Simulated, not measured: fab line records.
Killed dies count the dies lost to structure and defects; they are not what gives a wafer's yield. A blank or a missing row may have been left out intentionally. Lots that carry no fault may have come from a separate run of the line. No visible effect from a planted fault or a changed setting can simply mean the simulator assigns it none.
Which tool is to blame?	flow nand-harc	11 lots with 33 wafers sampled at 5 steps, on a route of 1302 steps

== WHAT EACH GAUGE READ, for each wafer ==
NHARC_END_SORT_01. Usual: killed-at-array 59, standard deviation 20; killed-at-other 0.8, standard deviation 1; killed-at-periphery 3.2, standard deviation 2.1; killed-dies 63, standard deviation 21; killed-open 3.0, standard deviation 1.9; killed-short 2.3, standard deviation 1.5.
lot	measured	on	killed-at-array	killed-at-other	killed-at-periphery	killed-dies	killed-open	killed-short	flag
L525	day 24 04:12	prober-02	69 64 65	3 1 2	1 1 4	73 66 71	6 3 2	1 2 1	
L527	day 25 21:34	prober-01	81 82 78	4 5 2	0 2 2	85 89 82	5 6 3	5 3 2	
L528	day 26 07:46	prober-01	25 20 30	0 0 0	1 4 3	26 24 33	3 6 4	0 0 6	
L531	day 27 13:29	prober-01	59 68 74	0 0 0	2 1 3	61 69 77	3 1 3	2 1 4	
L533	day 27 13:31	prober-02	74 74 75	0 0 0	4 2 6	78 76 81	3 3 2	0 1 4	
L536	day 29 14:40	prober-01	73 52 51	0 0 2	4 3 7	77 55 60	5 2 2	2 1 1	
L539	day 30 06:14	prober-01	607 78 605	0 0 0	6 5 9	613 83 614	9 3 5	2 2 4	OFF
L543	day 32 00:10	prober-01	588 83 79	0 0 2	3 5 1	591 88 82	1 2 4	6 3 2	OFF
L544	day 32 17:53	prober-01	64 66 62	2 0 0	2 2 2	68 68 64	8 4 3	1 2 2	
L546	day 33 21:05	prober-01	47 51 48	2 2 4	0 3 3	49 56 55	1 2 1	3 3 4	
L548	day 34 04:07	prober-01	55 50 50	0 0 2	5 4 4	60 54 56	3 0 0	0 1 4	

== WHAT TOOL EACH LOT RAN ON (gives the tool, then ch and the chambers of the sampled wafers, and finally the start) ==
lot	NHARC_A_STAIRCASE_DESCUM_219	NHARC_A_STAIRCASE_TRIM_222	NHARC_A_STAIRCASE_TRIM_231	NHARC_A_STAIRCASE_TRIM_233
L525	rie-diel-07 ch 0,1,3, day 16 08:13	rie-diel-07 ch 2,3, day 16 10:02 or earlier	rie-diel-03 ch 2,3, day 16 10:02	rie-diel-03 ch 0,1, day 24 04:12 or earlier
L527	rie-diel-03 ch 0,2,3, day 17 15:31	rie-diel-03 ch 0,1,3, day 17 17:23 or earlier	rie-diel-07 ch 0,2, day 17 17:23	rie-diel-07 ch 0,1,3, day 25 21:34 or earlier
L528	rie-diel-07 ch 0,1, day 17 22:42	rie-diel-07 ch 0,2,3, day 18 00:07 or earlier	rie-diel-03 ch 0,2,3, day 18 00:07	rie-diel-03 ch 0,1,2, day 26 07:46 or earlier
L531	rie-diel-07 ch 1,3, day 18 17:01	rie-diel-03 ch 0,3, day 18 23:40 or earlier	rie-diel-07 ch 2,3, day 18 23:40	rie-diel-07 ch 0,1, day 27 13:29 or earlier
L533	rie-diel-07 ch 1,2,3, day 19 06:53	rie-diel-07 ch 0,1,3, day 19 08:29 or earlier	rie-diel-10 ch 0,2,3, day 19 08:29	rie-diel-10 ch 0,2,3, day 27 13:31 or earlier
L536	rie-diel-10 ch 0,2,3, day 21 00:23	rie-diel-10 ch 0,3, day 21 01:52 or earlier	rie-diel-10 ch 0,2,3, day 21 01:52	rie-diel-10 ch 0,1,3, day 29 14:40 or earlier
L539	rie-diel-07 ch 1,2,3, day 21 18:16	rie-diel-07 ch 0,2,3, day 21 19:40 or earlier	rie-diel-10 ch 0,2, day 21 19:40	rie-diel-10 ch 0,2,3, day 30 06:14 or earlier
L543	rie-diel-10 ch 0,3, day 23 02:17	rie-diel-10 ch 1,2,3, day 23 03:40 or earlier	rie-diel-10 ch 1,2, day 23 03:40	rie-diel-10 ch 2,3, day 32 00:10 or earlier
L544	rie-diel-07 ch 1,2, day 24 06:50	rie-diel-07 ch 0,1, day 24 08:18 or earlier	rie-diel-07 ch 0,1,2, day 24 08:18	rie-diel-07 ch 1,2, day 32 17:53 or earlier
L546	rie-diel-03 ch 0,3, day 24 19:07	rie-diel-03 ch 0,1,2, day 24 20:40 or earlier	rie-diel-07 ch 1,3, day 24 20:40	rie-diel-07 ch 1,3, day 33 21:05 or earlier
L548	rie-diel-07 ch 1,2,3, day 25 08:43	rie-diel-07 ch 1,3, day 25 10:19 or earlier	rie-diel-07 ch 2,3, day 25 10:19	rie-diel-07 ch 2,3, day 34 04:07 or earlier
- NHARC_A_STAIRCASE_DESCUM_219: chemistry O2, time 3 s.
- NHARC_A_STAIRCASE_TRIM_222: chemistry O2, time 211.2 s.
- NHARC_A_STAIRCASE_TRIM_231: chemistry O2, time 211.2 s.
- NHARC_A_STAIRCASE_TRIM_233: chemistry O2, time 211.2 s.

== AS READ BY THE TOOLS THEMSELVES (means over the sampled wafers that have a number; for cases with no such wafer, the mark the record gives instead) ==
NHARC_A_STAIRCASE_DESCUM_219. Usual: drypump-motor-current-A 5.9 A, standard deviation 0.46; oes-product-au 1.001 a.u., standard deviation 0.0091; rf-vpp-V 57.6 V, standard deviation 0.84; showerhead-plenum-p-Torr 1.89 Torr, standard deviation 0.092; throttle-valve-pct 11.311 %, standard deviation 0.0097.
lot	tool	drypump-motor-current-A (A)	oes-product-au (a.u.)	rf-vpp-V (V)	showerhead-plenum-p-Torr (Torr)	throttle-valve-pct (%)	flag
L525	rie-diel-07	6.0	1.003	57.9	1.92	11.313	
L527	rie-diel-03	5.6	0.996	57.5	1.89	11.295	
L528	rie-diel-07	5.9	1.003	58.6	1.91	11.311	
L531	rie-diel-07	6.2	0.995	57.2	1.97	11.303	
L533	rie-diel-07	6.1	0.997	57.9	1.91	11.317	
L536	rie-diel-10	5.4	1.005	58.5	1.96	11.305	
L539	rie-diel-07	6.1	1.002	57.7	1.91	11.308	
L543	rie-diel-10	5.2	1.000	57.3	1.91	11.304	
L544	rie-diel-07	6.0	1.005	57.9	1.84	11.311	
L546	rie-diel-03	6.0	0.996	58.1	1.82	11.319	
L548	rie-diel-07	6.1	1.004	58.0	1.90	11.310	

NHARC_A_STAIRCASE_TRIM_222. Usual: drypump-motor-current-A 5.9 A, standard deviation 0.46; oes-product-au 1.001 a.u., standard deviation 0.0094; rf-vpp-V 57.7 V, standard deviation 0.9; showerhead-plenum-p-Torr 3.49 Torr, standard deviation 0.16; throttle-valve-pct 17.036 %, standard deviation 0.0075.
lot	tool	drypump-motor-current-A (A)	oes-product-au (a.u.)	rf-vpp-V (V)	showerhead-plenum-p-Torr (Torr)	throttle-valve-pct (%)	flag
L525	rie-diel-07	6.1	1.002	57.2	3.45	17.030	
L527	rie-diel-03	6.0	1.011	57.0	3.35	17.035	
L528	rie-diel-07	6.0	1.001	58.2	3.44	17.036	
L531	rie-diel-03	6.0	1.001	57.8	3.39	17.032	
L533	rie-diel-07	6.0	0.994	57.5	3.52	17.038	
L536	rie-diel-10	5.0	1.004	57.7	3.55	17.036	
L539	rie-diel-07	5.9	1.006	57.9	3.43	17.040	
L543	rie-diel-10	5.7	1.004	57.9	3.55	17.036	
L544	rie-diel-07	5.7	1.010	57.0	3.40	17.040	
L546	rie-diel-03	5.9	1.005	58.2	3.60	17.035	
L548	rie-diel-07	6.2	1.003	57.6	3.59	17.039	

NHARC_A_STAIRCASE_TRIM_231. Usual: drypump-motor-current-A 5.8 A, standard deviation 0.51; oes-product-au 1.002 a.u., standard deviation 0.011; rf-vpp-V 57.6 V, standard deviation 0.91; showerhead-plenum-p-Torr 3.50 Torr, standard deviation 0.15; throttle-valve-pct 17.037 %, standard deviation 0.0097.
lot	tool	drypump-motor-current-A (A)	oes-product-au (a.u.)	rf-vpp-V (V)	showerhead-plenum-p-Torr (Torr)	throttle-valve-pct (%)	flag
L525	rie-diel-03	5.3	0.997	58.2	3.48	17.044	
L527	rie-diel-07	5.7	0.993	56.5	3.34	17.032	
L528	rie-diel-03	5.6	0.987	58.2	3.48	17.036	
L531	rie-diel-07	6.1	0.992	57.4	3.44	17.034	
L533	rie-diel-10	5.4	1.016	58.0	3.62	17.040	
L536	rie-diel-10	5.4	1.001	57.3	3.62	17.035	
L539	rie-diel-10	5.7	1.143	57.4	3.61	17.042	OFF
L543	rie-diel-10	6.2	1.058	57.9	3.62	17.037	OFF
L544	rie-diel-07	5.9	1.002	57.4	3.40	17.034	
L546	rie-diel-07	6.2	1.008	57.6	3.59	17.034	
L548	rie-diel-07	6.2	1.016	57.3	3.51	17.041	

NHARC_A_STAIRCASE_TRIM_233. Usual: drypump-motor-current-A 5.9 A, standard deviation 0.51; oes-product-au 1.003 a.u., standard deviation 0.0097; rf-vpp-V 57.7 V, standard deviation 0.99; showerhead-plenum-p-Torr 3.49 Torr, standard deviation 0.15; throttle-valve-pct 17.036 %, standard deviation 0.01.
lot	tool	drypump-motor-current-A (A)	oes-product-au (a.u.)	rf-vpp-V (V)	showerhead-plenum-p-Torr (Torr)	throttle-valve-pct (%)	flag
L525	rie-diel-03	6.2	1.012	57.0	3.32	17.044	
L527	rie-diel-07	6.0	0.997	57.2	3.53	17.029	
L528	rie-diel-03	5.9	0.996	57.8	3.45	17.038	
L531	rie-diel-07	5.8	0.993	56.8	3.43	17.043	
L533	rie-diel-10	5.4	1.005	57.1	3.62	17.033	
L536	rie-diel-10	5.5	1.007	57.5	3.48	17.031	
L539	rie-diel-10	5.5	1.007	59.3	3.61	17.034	
L543	rie-diel-10	5.2	0.991	58.5	3.61	17.030	
L544	rie-diel-07	6.0	1.016	57.6	3.41	17.033	
L546	rie-diel-07	6.2	1.019	58.2	3.61	17.043	
L548	rie-diel-07	6.2	1.004	57.9	3.51	17.035	

== THE ANSWER, worked out from the rows above alone ==
Rule: a lot is off if the mean of its wafers that have a number lies more than 3 standard deviations from the usual mean. Also off: a lot with no number at a reading for which 4 or more lots have one. Where the step has rows for the other lots, those lots are counted as sound. First the gauges in route order, then the tools' own readings, where a lot's mean is used as printed above. The first step at which some lot is off is used, and at that step the reading that is off furthest; a lot without a number counts as furthest.
Off: L539, L543 (NHARC_END_SORT_01, killed-at-array).
A tool fits if, at a process step before that reading, it ran every lot that is off, and no sound lot after the first of them. Not tried: the gauges at NHARC_END_SORT_01; whatever is off there is also off at NHARC_A_STAIRCASE_TRIM_231, on other tools, and gauge error can't account for it. NHARC_A_STAIRCASE_TRIM_222: start missing for some lots; hours and lot order therefore follow NHARC_A_STAIRCASE_TRIM_231. NHARC_A_STAIRCASE_TRIM_233: start missing for some lots; hours and lot order therefore follow NHARC_END_SORT_01. One fits: NHARC_A_STAIRCASE_TRIM_231 and NHARC_A_STAIRCASE_TRIM_233 on rie-diel-10. At NHARC_A_STAIRCASE_TRIM_231 its last sound lot is L536 (day 21 01:52), its first lot that is off L539 (day 21 19:40): a fault that began between those two fits.
On the lots that are off, the tool's own readings at NHARC_A_STAIRCASE_TRIM_231 differ by more than 5 times the standard deviation of the sound lots' means, which bears it out; oes-product-au reads 1.101 a.u. there versus 1.001 a.u. on the sound lots.

== WHAT HAD BEEN PUT IN BY THE SIMULATOR ==
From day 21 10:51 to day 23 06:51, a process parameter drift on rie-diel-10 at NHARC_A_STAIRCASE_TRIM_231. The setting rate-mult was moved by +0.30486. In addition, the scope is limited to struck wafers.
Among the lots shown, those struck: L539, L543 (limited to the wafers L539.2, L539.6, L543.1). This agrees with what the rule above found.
